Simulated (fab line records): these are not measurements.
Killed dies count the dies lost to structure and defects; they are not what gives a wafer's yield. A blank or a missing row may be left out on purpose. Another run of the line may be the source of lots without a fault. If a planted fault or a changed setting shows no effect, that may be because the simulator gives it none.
fab line records :: flow n5_finfet
record
  lots=11
  wafers=33
  last_day=18
route steps=1938 shown BEOL_M8@1347 BEOL_M9@1401
lots that met no fault: taken from a fault-free run of the same line
start_h: start of the lot's first displayed wafer, in hours after the record's first day :: wait_h: hours from the lot's prior step to this one :: " the same as in the row above :: L1.1+2: one row covering several wafers at once :: - no value, or no start given :: * or withheld: withheld :: < > ~ a bound
route shown NAME@n: NAME is a module with steps in the file, n the number in the route of the first one :: usual: mean/standard deviation taken from wafers without a fault :: same: alike in all rows :: chamber/n: place in a boat :: sites: each site's reading :: _std_site: standard deviation across them :: _edge_site: the outer-site mean with the inner-site mean subtracted :: radius_mm: for every site, how far away it sits from the centre of the wafer :: mask NAME#n: copy n :: behind: tool/chamber where the wafer was last shaped :: hold: what put the lot on hold/how long, in hours/how the hold closed :: device: which transistor (n, p or np) failed to switch :: end of line: at the end of the route, the tests of the same wafers :: a step given without rows: its recipe and nothing more :: killed: dies that structure and defects cost at the first sort, which is not the same as the wafer's yield :: map: the dies of a wafer, with x for killed, . for not killed, _ for no die there
set.NAME: the setting that was run; set.NAME@STEP: the one run at that earlier step :: model.NAME: the simulator's own value behind a step, which no gauge read
one table for each step of the route and one row for each wafer, over a sample of lots
services: from which hour (start_h, from the record's first day; less than 0 if before it) a tool's chamber was out of use, for how many hours, and why
## steps
# step N5_BEOL_M8_INSPECT_13
# recipe
  mode=adi
  inspect_instrument=brightfield
# usual
  raw_defect_count=400/100
lot.wafer: L908.2
tool: defect_inspect-01
chamber: -
start_h: 191.26
wait_h: 0.3
raw_defect_count: 379

lot.wafer: L908.4
tool: defect_inspect-01
chamber: -
start_h: 191.26
wait_h: 0.3
raw_defect_count: 364

lot.wafer: L908.6
tool: defect_inspect-01
chamber: -
start_h: 191.26
wait_h: 0.3
raw_defect_count: 400

lot.wafer: L907.3
tool: defect_inspect-01
chamber: -
start_h: 191.61
wait_h: 0.0
raw_defect_count: 504

lot.wafer: L907.5
tool: defect_inspect-01
chamber: -
start_h: 191.61
wait_h: 0.0
raw_defect_count: 309

lot.wafer: L907.6
tool: defect_inspect-01
chamber: -
start_h: 191.61
wait_h: 0.0
raw_defect_count: 383

lot.wafer: L909.1
tool: defect_inspect-02
chamber: -
start_h: 209.54
wait_h: 0.0
raw_defect_count: 343

lot.wafer: L909.4
tool: defect_inspect-02
chamber: -
start_h: 209.54
wait_h: 0.0
raw_defect_count: 257

lot.wafer: L909.5
tool: defect_inspect-02
chamber: -
start_h: 209.54
wait_h: 0.0
raw_defect_count: 387

lot.wafer: L910.1
tool: defect_inspect-02
chamber: -
start_h: 217.25
wait_h: 0.0
raw_defect_count: 351

lot.wafer: L910.4
tool: defect_inspect-02
chamber: -
start_h: 217.25
wait_h: 0.0
raw_defect_count: 350

lot.wafer: L910.6
tool: defect_inspect-02
chamber: -
start_h: 217.25
wait_h: 0.0
raw_defect_count: 328

lot.wafer: L914.1
tool: defect_inspect-02
chamber: -
start_h: 241.04
wait_h: 0.0
raw_defect_count: 366

lot.wafer: L914.2
tool: defect_inspect-02
chamber: -
start_h: 241.04
wait_h: 0.0
raw_defect_count: 836

lot.wafer: L914.5
tool: defect_inspect-02
chamber: -
start_h: 241.04
wait_h: 0.0
raw_defect_count: 379

lot.wafer: L915.3
tool: defect_inspect-01
chamber: -
start_h: 247.51
wait_h: 0.0
raw_defect_count: 390

lot.wafer: L915.4
tool: defect_inspect-01
chamber: -
start_h: 247.51
wait_h: 0.0
raw_defect_count: 383

lot.wafer: L915.6
tool: defect_inspect-01
chamber: -
start_h: 247.51
wait_h: 0.0
raw_defect_count: 283

lot.wafer: L919.2
tool: defect_inspect-01
chamber: -
start_h: 270.49
wait_h: 0.0
raw_defect_count: 395

lot.wafer: L919.3
tool: defect_inspect-01
chamber: -
start_h: 270.49
wait_h: 0.0
raw_defect_count: 448

lot.wafer: L919.5
tool: defect_inspect-01
chamber: -
start_h: 270.49
wait_h: 0.0
raw_defect_count: 407

lot.wafer: L920.1
tool: defect_inspect-02
chamber: -
start_h: 278.48
wait_h: 0.0
raw_defect_count: 303

lot.wafer: L920.4
tool: defect_inspect-02
chamber: -
start_h: 278.48
wait_h: 0.0
raw_defect_count: 430

lot.wafer: L920.5
tool: defect_inspect-02
chamber: -
start_h: 278.48
wait_h: 0.0
raw_defect_count: 275

lot.wafer: L927.2
tool: defect_inspect-01
chamber: -
start_h: 333.49
wait_h: 0.0
raw_defect_count: 468

lot.wafer: L927.4
tool: defect_inspect-01
chamber: -
start_h: 333.49
wait_h: 0.0
raw_defect_count: 754

lot.wafer: L927.5
tool: defect_inspect-01
chamber: -
start_h: 333.49
wait_h: 0.0
raw_defect_count: 529

lot.wafer: L928.3
tool: defect_inspect-02
chamber: -
start_h: 342.07
wait_h: 0.0
raw_defect_count: 533

lot.wafer: L928.5
tool: defect_inspect-02
chamber: -
start_h: 342.07
wait_h: 0.0
raw_defect_count: 544

lot.wafer: L928.6
tool: defect_inspect-02
chamber: -
start_h: 342.07
wait_h: 0.0
raw_defect_count: 448

lot.wafer: L929.1
tool: defect_inspect-02
chamber: -
start_h: 349.43
wait_h: 0.0
raw_defect_count: 327

lot.wafer: L929.4
tool: defect_inspect-02
chamber: -
start_h: 349.43
wait_h: 0.0
raw_defect_count: 308

lot.wafer: L929.5
tool: defect_inspect-02
chamber: -
start_h: 349.43
wait_h: 0.0
raw_defect_count: 305
# step N5_BEOL_M8_SPUTTER_48
# recipe
  material=Cu
  target_thk_a=100
  temp_c=-20
  bias_v=60
  power_w=26000
  chamber_pressure_pa=0.13
  time_s=1.667
# usual
  cathode_dc_power_W=26001/4.3
  chuck_gas_flow_sccm=1.27/0.06
  throttle_valve_pct=29.9/1
lot.wafer: L908.2
tool: pvd_sputter-03
chamber: -
start_h: 194.82
wait_h: 0.2
cathode_dc_power_W: 25999
chuck_gas_flow_sccm: 1.28
throttle_valve_pct: 30.7

lot.wafer: L908.4
tool: pvd_sputter-03
chamber: -
start_h: 194.82
wait_h: 0.2
cathode_dc_power_W: 26001
chuck_gas_flow_sccm: 1.20
throttle_valve_pct: 30.3

lot.wafer: L908.6
tool: pvd_sputter-03
chamber: -
start_h: 194.82
wait_h: 0.2
cathode_dc_power_W: 26005
chuck_gas_flow_sccm: 1.32
throttle_valve_pct: 29.0

lot.wafer: L907.3
tool: pvd_sputter-03
chamber: -
start_h: 195.16
wait_h: 0.1
cathode_dc_power_W: 26003
chuck_gas_flow_sccm: 1.24
throttle_valve_pct: 30.0

lot.wafer: L907.5
tool: pvd_sputter-03
chamber: -
start_h: 195.16
wait_h: 0.1
cathode_dc_power_W: 26000
chuck_gas_flow_sccm: 1.19
throttle_valve_pct: 31.1

lot.wafer: L907.6
tool: pvd_sputter-03
chamber: -
start_h: 195.16
wait_h: 0.1
cathode_dc_power_W: 26003
chuck_gas_flow_sccm: 1.26
throttle_valve_pct: 30.5

lot.wafer: L909.1
tool: pvd_sputter-01
chamber: -
start_h: 214.76
wait_h: 0.1
cathode_dc_power_W: 26001
chuck_gas_flow_sccm: 1.31
throttle_valve_pct: 30.1

lot.wafer: L909.4
tool: pvd_sputter-01
chamber: -
start_h: 214.76
wait_h: 0.1
cathode_dc_power_W: 25997
chuck_gas_flow_sccm: 1.29
throttle_valve_pct: 29.2

lot.wafer: L909.5
tool: pvd_sputter-01
chamber: -
start_h: 214.76
wait_h: 0.1
cathode_dc_power_W: 25999
chuck_gas_flow_sccm: 1.28
throttle_valve_pct: 29.1

lot.wafer: L910.1
tool: pvd_sputter-02
chamber: -
start_h: 221.64
wait_h: 0.2
cathode_dc_power_W: 26004
chuck_gas_flow_sccm: 1.33
throttle_valve_pct: 28.6

lot.wafer: L910.4
tool: pvd_sputter-02
chamber: -
start_h: 221.64
wait_h: 0.2
cathode_dc_power_W: 25999
chuck_gas_flow_sccm: 1.32
throttle_valve_pct: 31.2

lot.wafer: L910.6
tool: pvd_sputter-02
chamber: -
start_h: 221.64
wait_h: 0.2
cathode_dc_power_W: 26002
chuck_gas_flow_sccm: 1.31
throttle_valve_pct: 28.5

lot.wafer: L914.1
tool: pvd_sputter-01
chamber: -
start_h: 244.31
wait_h: 0.1
cathode_dc_power_W: 25997
chuck_gas_flow_sccm: 1.25
throttle_valve_pct: 30.2

lot.wafer: L914.2
tool: pvd_sputter-01
chamber: -
start_h: 244.31
wait_h: 0.1
cathode_dc_power_W: 26007
chuck_gas_flow_sccm: 1.19
throttle_valve_pct: 30.1

lot.wafer: L914.5
tool: pvd_sputter-01
chamber: -
start_h: 244.31
wait_h: 0.1
cathode_dc_power_W: 26005
chuck_gas_flow_sccm: 1.28
throttle_valve_pct: 29.1

lot.wafer: L915.3
tool: pvd_sputter-03
chamber: -
start_h: 252.72
wait_h: 0.2
cathode_dc_power_W: 26003
chuck_gas_flow_sccm: 1.27
throttle_valve_pct: 28.5

lot.wafer: L915.4
tool: pvd_sputter-03
chamber: -
start_h: 252.72
wait_h: 0.2
cathode_dc_power_W: 26005
chuck_gas_flow_sccm: 1.26
throttle_valve_pct: 30.2

lot.wafer: L915.6
tool: pvd_sputter-03
chamber: -
start_h: 252.72
wait_h: 0.2
cathode_dc_power_W: 25995
chuck_gas_flow_sccm: 1.31
throttle_valve_pct: 28.7

lot.wafer: L919.2
tool: pvd_sputter-01
chamber: -
start_h: 277.74
wait_h: 0.2
cathode_dc_power_W: 26012
chuck_gas_flow_sccm: 1.30
throttle_valve_pct: 30.3

lot.wafer: L919.3
tool: pvd_sputter-01
chamber: -
start_h: 277.74
wait_h: 0.2
cathode_dc_power_W: 26000
chuck_gas_flow_sccm: 1.23
throttle_valve_pct: 29.4

lot.wafer: L919.5
tool: pvd_sputter-01
chamber: -
start_h: 277.74
wait_h: 0.2
cathode_dc_power_W: 25993
chuck_gas_flow_sccm: 1.22
throttle_valve_pct: 29.6

lot.wafer: L920.1
tool: pvd_sputter-03
chamber: -
start_h: 284.29
wait_h: 0.1
cathode_dc_power_W: 26006
chuck_gas_flow_sccm: 1.32
throttle_valve_pct: 30.1

lot.wafer: L920.4
tool: pvd_sputter-03
chamber: -
start_h: 284.29
wait_h: 0.1
cathode_dc_power_W: 25997
chuck_gas_flow_sccm: 1.39
throttle_valve_pct: 30.4

lot.wafer: L920.5
tool: pvd_sputter-03
chamber: -
start_h: 284.29
wait_h: 0.1
cathode_dc_power_W: 26007
chuck_gas_flow_sccm: 1.15
throttle_valve_pct: 31.2

lot.wafer: L927.2
tool: pvd_sputter-03
chamber: -
start_h: 339.13
wait_h: 0.1
cathode_dc_power_W: 24505
chuck_gas_flow_sccm: 1.28
throttle_valve_pct: 30.7

lot.wafer: L927.4
tool: pvd_sputter-03
chamber: -
start_h: 339.13
wait_h: 0.1
cathode_dc_power_W: 24506
chuck_gas_flow_sccm: 1.23
throttle_valve_pct: 29.8

lot.wafer: L927.5
tool: pvd_sputter-03
chamber: -
start_h: 339.13
wait_h: 0.1
cathode_dc_power_W: 24517
chuck_gas_flow_sccm: 1.18
throttle_valve_pct: 30.8

lot.wafer: L928.3
tool: pvd_sputter-03
chamber: -
start_h: 346.70
wait_h: 0.1
cathode_dc_power_W: 24505
chuck_gas_flow_sccm: 1.18
throttle_valve_pct: 30.3

lot.wafer: L928.5
tool: pvd_sputter-03
chamber: -
start_h: 346.70
wait_h: 0.1
cathode_dc_power_W: 24507
chuck_gas_flow_sccm: 1.25
throttle_valve_pct: 31.5

lot.wafer: L928.6
tool: pvd_sputter-03
chamber: -
start_h: 346.70
wait_h: 0.1
cathode_dc_power_W: 24510
chuck_gas_flow_sccm: 1.27
throttle_valve_pct: 28.8

lot.wafer: L929.1
tool: pvd_sputter-02
chamber: -
start_h: 356.03
wait_h: 0.1
cathode_dc_power_W: 25996
chuck_gas_flow_sccm: 1.25
throttle_valve_pct: 29.8

lot.wafer: L929.4
tool: pvd_sputter-02
chamber: -
start_h: 356.03
wait_h: 0.1
cathode_dc_power_W: 26000
chuck_gas_flow_sccm: 1.25
throttle_valve_pct: 31.3

lot.wafer: L929.5
tool: pvd_sputter-02
chamber: -
start_h: 356.03
wait_h: 0.1
cathode_dc_power_W: 25999
chuck_gas_flow_sccm: 1.33
throttle_valve_pct: 28.1
# step N5_BEOL_M9_ILD_DEP_00
# recipe
  material=SiCOH_lowk
  target_thk_a=3085.1
  temp_c=300
  precursor=DEMS/porogen
  pressure_torr=5
  rf_w=500
  time_s=58
# usual
  heater_power_w=297/45
  rf_fwd_power_W=496.4/1.9
  showerhead_plenum_p_Torr=5.742/0.012
  throttle_valve_pct=13.8/0.99
lot.wafer: L908.2
tool: pecvd-03
chamber: 0
start_h: 195.91
wait_h: 0.0
heater_power_w: 325
rf_fwd_power_W: 491.7
showerhead_plenum_p_Torr: 5.777
throttle_valve_pct: 14.2

lot.wafer: L908.4
tool: pecvd-03
chamber: 2
start_h: 195.91
wait_h: 0.0
heater_power_w: 377
rf_fwd_power_W: 496.5
showerhead_plenum_p_Torr: 5.739
throttle_valve_pct: 14.0

lot.wafer: L908.6
tool: pecvd-03
chamber: 0
start_h: 195.91
wait_h: 0.0
heater_power_w: 330
rf_fwd_power_W: 493.1
showerhead_plenum_p_Torr: 5.741
throttle_valve_pct: 14.6

lot.wafer: L907.3
tool: pecvd-04
chamber: 0
start_h: 196.78
wait_h: 0.0
heater_power_w: 332
rf_fwd_power_W: 500.9
showerhead_plenum_p_Torr: 5.722
throttle_valve_pct: 15.6

lot.wafer: L907.5
tool: pecvd-04
chamber: 2
start_h: 196.78
wait_h: 0.0
heater_power_w: 359
rf_fwd_power_W: 498.1
showerhead_plenum_p_Torr: 5.734
throttle_valve_pct: 12.9

lot.wafer: L907.6
tool: pecvd-04
chamber: 0
start_h: 196.78
wait_h: 0.0
heater_power_w: 336
rf_fwd_power_W: 499.9
showerhead_plenum_p_Torr: 5.726
throttle_valve_pct: 15.9

lot.wafer: L909.1
tool: pecvd-03
chamber: 0
start_h: 216.40
wait_h: 0.0
heater_power_w: 290
rf_fwd_power_W: 494.4
showerhead_plenum_p_Torr: 5.759
throttle_valve_pct: 14.3

lot.wafer: L909.4
tool: pecvd-03
chamber: 1
start_h: 216.40
wait_h: 0.0
heater_power_w: 353
rf_fwd_power_W: 495.9
showerhead_plenum_p_Torr: 5.733
throttle_valve_pct: 13.4

lot.wafer: L909.5
tool: pecvd-03
chamber: 2
start_h: 216.40
wait_h: 0.0
heater_power_w: 373
rf_fwd_power_W: 500.2
showerhead_plenum_p_Torr: 5.748
throttle_valve_pct: 13.8

lot.wafer: L910.1
tool: pecvd-03
chamber: 2
start_h: 223.08
wait_h: 0.0
heater_power_w: 359
rf_fwd_power_W: 496.8
showerhead_plenum_p_Torr: 5.747
throttle_valve_pct: 13.8

lot.wafer: L910.4
tool: pecvd-03
chamber: 1
start_h: 223.08
wait_h: 0.0
heater_power_w: 349
rf_fwd_power_W: 497.3
showerhead_plenum_p_Torr: 5.760
throttle_valve_pct: 13.2

lot.wafer: L910.6
tool: pecvd-03
chamber: 2
start_h: 223.08
wait_h: 0.0
heater_power_w: 366
rf_fwd_power_W: 496.6
showerhead_plenum_p_Torr: 5.763
throttle_valve_pct: 13.7

lot.wafer: L914.1
tool: pecvd-02
chamber: 0
start_h: 245.31
wait_h: 0.0
heater_power_w: 299
rf_fwd_power_W: 496.3
showerhead_plenum_p_Torr: 5.756
throttle_valve_pct: 14.2

lot.wafer: L914.2
tool: pecvd-02
chamber: 1
start_h: 245.31
wait_h: 0.0
heater_power_w: 258
rf_fwd_power_W: 496.8
showerhead_plenum_p_Torr: 5.736
throttle_valve_pct: 13.6

lot.wafer: L914.5
tool: pecvd-02
chamber: 2
start_h: 245.31
wait_h: 0.0
heater_power_w: 247
rf_fwd_power_W: 497.1
showerhead_plenum_p_Torr: 5.745
throttle_valve_pct: 12.5

lot.wafer: L915.3
tool: pecvd-02
chamber: 2
start_h: 253.87
wait_h: 0.0
heater_power_w: 265
rf_fwd_power_W: 495.1
showerhead_plenum_p_Torr: 5.747
throttle_valve_pct: 12.3

lot.wafer: L915.4
tool: pecvd-02
chamber: 1
start_h: 253.87
wait_h: 0.0
heater_power_w: 244
rf_fwd_power_W: 495.8
showerhead_plenum_p_Torr: 5.738
throttle_valve_pct: 13.7

lot.wafer: L915.6
tool: pecvd-02
chamber: 0
start_h: 253.87
wait_h: 0.0
heater_power_w: 295
rf_fwd_power_W: 494.7
showerhead_plenum_p_Torr: 5.747
throttle_valve_pct: 14.3

lot.wafer: L919.2
tool: pecvd-02
chamber: 1
start_h: 278.98
wait_h: 0.0
heater_power_w: 261
rf_fwd_power_W: 494.3
showerhead_plenum_p_Torr: 5.720
throttle_valve_pct: 13.7

lot.wafer: L919.3
tool: pecvd-02
chamber: 2
start_h: 278.98
wait_h: 0.0
heater_power_w: 225
rf_fwd_power_W: 494.6
showerhead_plenum_p_Torr: 5.742
throttle_valve_pct: 12.6

lot.wafer: L919.5
tool: pecvd-02
chamber: 0
start_h: 278.98
wait_h: 0.0
heater_power_w: 255
rf_fwd_power_W: 496.2
showerhead_plenum_p_Torr: 5.764
throttle_valve_pct: 14.2

lot.wafer: L920.1
tool: pecvd-04
chamber: 2
start_h: 285.68
wait_h: 0.0
heater_power_w: 350
rf_fwd_power_W: 498.2
showerhead_plenum_p_Torr: 5.733
throttle_valve_pct: 13.3

lot.wafer: L920.4
tool: pecvd-04
chamber: 1
start_h: 285.68
wait_h: 0.0
heater_power_w: 293
rf_fwd_power_W: 491.6
showerhead_plenum_p_Torr: 5.743
throttle_valve_pct: 13.1

lot.wafer: L920.5
tool: pecvd-04
chamber: 0
start_h: 285.68
wait_h: 0.0
heater_power_w: 299
rf_fwd_power_W: 496.1
showerhead_plenum_p_Torr: 5.726
throttle_valve_pct: 15.9

lot.wafer: L927.2
tool: pecvd-04
chamber: 1
start_h: 341.02
wait_h: 0.0
heater_power_w: 274
rf_fwd_power_W: 494.5
showerhead_plenum_p_Torr: 5.747
throttle_valve_pct: 13.3

lot.wafer: L927.4
tool: pecvd-04
chamber: 1
start_h: 341.02
wait_h: 0.0
heater_power_w: 274
rf_fwd_power_W: 492.9
showerhead_plenum_p_Torr: 5.728
throttle_valve_pct: 13.2

lot.wafer: L927.5
tool: pecvd-04
chamber: 2
start_h: 341.02
wait_h: 0.0
heater_power_w: 342
rf_fwd_power_W: 497.2
showerhead_plenum_p_Torr: 5.737
throttle_valve_pct: 13.0

lot.wafer: L928.3
tool: pecvd-04
chamber: 0
start_h: 347.92
wait_h: 0.0
heater_power_w: 335
rf_fwd_power_W: 498.2
showerhead_plenum_p_Torr: 5.725
throttle_valve_pct: 15.9

lot.wafer: L928.5
tool: pecvd-04
chamber: 2
start_h: 347.92
wait_h: 0.0
heater_power_w: 310
rf_fwd_power_W: 495.3
showerhead_plenum_p_Torr: 5.735
throttle_valve_pct: 13.1

lot.wafer: L928.6
tool: pecvd-04
chamber: 1
start_h: 347.92
wait_h: 0.0
heater_power_w: 270
rf_fwd_power_W: 492.7
showerhead_plenum_p_Torr: 5.741
throttle_valve_pct: 13.3

lot.wafer: L929.1
tool: pecvd-02
chamber: 2
start_h: 357.12
wait_h: 0.0
heater_power_w: 257
rf_fwd_power_W: 494.6
showerhead_plenum_p_Torr: 5.761
throttle_valve_pct: 12.8

lot.wafer: L929.4
tool: pecvd-02
chamber: 0
start_h: 357.12
wait_h: 0.0
heater_power_w: 269
rf_fwd_power_W: 498.2
showerhead_plenum_p_Torr: 5.743
throttle_valve_pct: 14.6

lot.wafer: L929.5
tool: pecvd-02
chamber: 1
start_h: 357.12
wait_h: 0.0
heater_power_w: 291
rf_fwd_power_W: 496.8
showerhead_plenum_p_Torr: 5.735
throttle_valve_pct: 13.7
# step N5_BEOL_M9_HM_DEP_02
# recipe
  material=TiN
  target_thk_a=200
  temp_c=25
  chamber_pressure_pa=0.49996
# usual
  throttle_valve_pct=29.8/0.97
lot.wafer: L908.2
tool: pvd_sputter-01
chamber: -
start_h: 198.80
wait_h: 2.2
throttle_valve_pct: 30.2

lot.wafer: L908.4
tool: pvd_sputter-01
chamber: -
start_h: 198.80
wait_h: 2.2
throttle_valve_pct: 29.2

lot.wafer: L908.6
tool: pvd_sputter-01
chamber: -
start_h: 198.80
wait_h: 2.2
throttle_valve_pct: 29.5

lot.wafer: L907.3
tool: pvd_sputter-02
chamber: -
start_h: 199.02
wait_h: 1.6
throttle_valve_pct: 27.8

lot.wafer: L907.5
tool: pvd_sputter-02
chamber: -
start_h: 199.02
wait_h: 1.6
throttle_valve_pct: 28.2

lot.wafer: L907.6
tool: pvd_sputter-02
chamber: -
start_h: 199.02
wait_h: 1.6
throttle_valve_pct: 31.3

lot.wafer: L909.1
tool: pvd_sputter-02
chamber: -
start_h: 217.08
wait_h: 0.0
throttle_valve_pct: 28.0

lot.wafer: L909.4
tool: pvd_sputter-02
chamber: -
start_h: 217.08
wait_h: 0.0
throttle_valve_pct: 31.0

lot.wafer: L909.5
tool: pvd_sputter-02
chamber: -
start_h: 217.08
wait_h: 0.0
throttle_valve_pct: 31.2

lot.wafer: L910.1
tool: pvd_sputter-01
chamber: -
start_h: 224.23
wait_h: 0.5
throttle_valve_pct: 29.1

lot.wafer: L910.4
tool: pvd_sputter-01
chamber: -
start_h: 224.23
wait_h: 0.5
throttle_valve_pct: 30.3

lot.wafer: L910.6
tool: pvd_sputter-01
chamber: -
start_h: 224.23
wait_h: 0.5
throttle_valve_pct: 29.3

lot.wafer: L914.1
tool: pvd_sputter-01
chamber: -
start_h: 247.05
wait_h: 1.1
throttle_valve_pct: 30.5

lot.wafer: L914.2
tool: pvd_sputter-01
chamber: -
start_h: 247.05
wait_h: 1.1
throttle_valve_pct: 30.6

lot.wafer: L914.5
tool: pvd_sputter-01
chamber: -
start_h: 247.05
wait_h: 1.1
throttle_valve_pct: 29.5

lot.wafer: L915.3
tool: pvd_sputter-01
chamber: -
start_h: 255.85
wait_h: 1.3
throttle_valve_pct: 29.3

lot.wafer: L915.4
tool: pvd_sputter-01
chamber: -
start_h: 255.85
wait_h: 1.3
throttle_valve_pct: 29.3

lot.wafer: L915.6
tool: pvd_sputter-01
chamber: -
start_h: 255.85
wait_h: 1.3
throttle_valve_pct: 30.3

lot.wafer: L919.2
tool: pvd_sputter-02
chamber: -
start_h: 281.94
wait_h: 2.3
throttle_valve_pct: 31.4

lot.wafer: L919.3
tool: pvd_sputter-02
chamber: -
start_h: 281.94
wait_h: 2.3
throttle_valve_pct: 28.4

lot.wafer: L919.5
tool: pvd_sputter-02
chamber: -
start_h: 281.94
wait_h: 2.3
throttle_valve_pct: 28.7

lot.wafer: L920.1
tool: pvd_sputter-03
chamber: -
start_h: 287.43
wait_h: 1.1
throttle_valve_pct: 28.8

lot.wafer: L920.4
tool: pvd_sputter-03
chamber: -
start_h: 287.43
wait_h: 1.1
throttle_valve_pct: 30.5

lot.wafer: L920.5
tool: pvd_sputter-03
chamber: -
start_h: 287.43
wait_h: 1.1
throttle_valve_pct: 30.0

lot.wafer: L927.2
tool: pvd_sputter-01
chamber: -
start_h: 342.04
wait_h: 0.4
throttle_valve_pct: 30.5

lot.wafer: L927.4
tool: pvd_sputter-01
chamber: -
start_h: 342.04
wait_h: 0.4
throttle_valve_pct: 29.3

lot.wafer: L927.5
tool: pvd_sputter-01
chamber: -
start_h: 342.04
wait_h: 0.4
throttle_valve_pct: 29.5

lot.wafer: L928.3
tool: pvd_sputter-02
chamber: -
start_h: 353.71
wait_h: 4.7
throttle_valve_pct: 28.1

lot.wafer: L928.5
tool: pvd_sputter-02
chamber: -
start_h: 353.71
wait_h: 4.7
throttle_valve_pct: 28.0

lot.wafer: L928.6
tool: pvd_sputter-02
chamber: -
start_h: 353.71
wait_h: 4.7
throttle_valve_pct: 31.4

lot.wafer: L929.1
tool: pvd_sputter-01
chamber: -
start_h: 358.50
wait_h: 0.7
throttle_valve_pct: 30.2

lot.wafer: L929.4
tool: pvd_sputter-01
chamber: -
start_h: 358.50
wait_h: 0.7
throttle_valve_pct: 29.5

lot.wafer: L929.5
tool: pvd_sputter-01
chamber: -
start_h: 358.50
wait_h: 0.7
throttle_valve_pct: 30.2
## services
tool: pecvd-02
chamber: -
start_h: 183.88
hours: 14.6
kind: pm

tool: pecvd-02
chamber: 2
start_h: 202.38
hours: -
kind: clean

tool: pecvd-02
chamber: 2
start_h: 202.38
hours: -
kind: consumable_replace:showerhead

tool: pecvd-02
chamber: 2
start_h: 202.38
hours: 29.0
kind: scheduled_down

tool: pecvd-02
chamber: 2
start_h: 202.38
hours: 29.0
kind: vent_cycle

tool: pecvd-04
chamber: 1
start_h: 206.45
hours: 5.5
kind: scheduled_down

tool: pecvd-04
chamber: 0
start_h: 216.06
hours: 5.5
kind: scheduled_down

tool: pecvd-04
chamber: 1
start_h: 226.55
hours: 5.5
kind: scheduled_down

tool: pecvd-02
chamber: 2
start_h: 242.56
hours: 2.1
kind: scheduled_down

tool: pecvd-02
chamber: -
start_h: 271.91
hours: 2.8
kind: pm

tool: pecvd-03
chamber: -
start_h: 275.45
hours: 6.0
kind: pm

tool: pvd_sputter-02
chamber: -
start_h: 311.06
hours: 2.8
kind: repair

tool: pecvd-03
chamber: 0
start_h: 324.67
hours: -
kind: clean

tool: pecvd-03
chamber: 0
start_h: 324.67
hours: 29.5
kind: scheduled_down

tool: pecvd-03
chamber: 0
start_h: 324.67
hours: 29.5
kind: vent_cycle

tool: pvd_sputter-03
chamber: -
start_h: 348.61
hours: 9.2
kind: repair
## key
first_sign
  step=N5_BEOL_M8_SPUTTER_48
  reading=cathode_dc_power_W
  direction=down
  sigmas=99+
  usual=*
  struck=*
effect none on later readings
met_at N5_BEOL_M8_SPUTTER_48
struck_lots L927,L928
not_acting_at N5_BEOL_M8_INSPECT_13,N5_BEOL_M9_ILD_DEP_00,N5_BEOL_M9_HM_DEP_02
onset_between 284.29 339.13
fault
  kind=process_parameter_drift
  tool=pvd_sputter-03
  chamber=-
  onset_h=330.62
  steps=N5_BEOL_M8_SPUTTER_48
  channel=power_w
  offset=*
  shape=step
  end_h=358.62
  acts_in=*
  stated=*
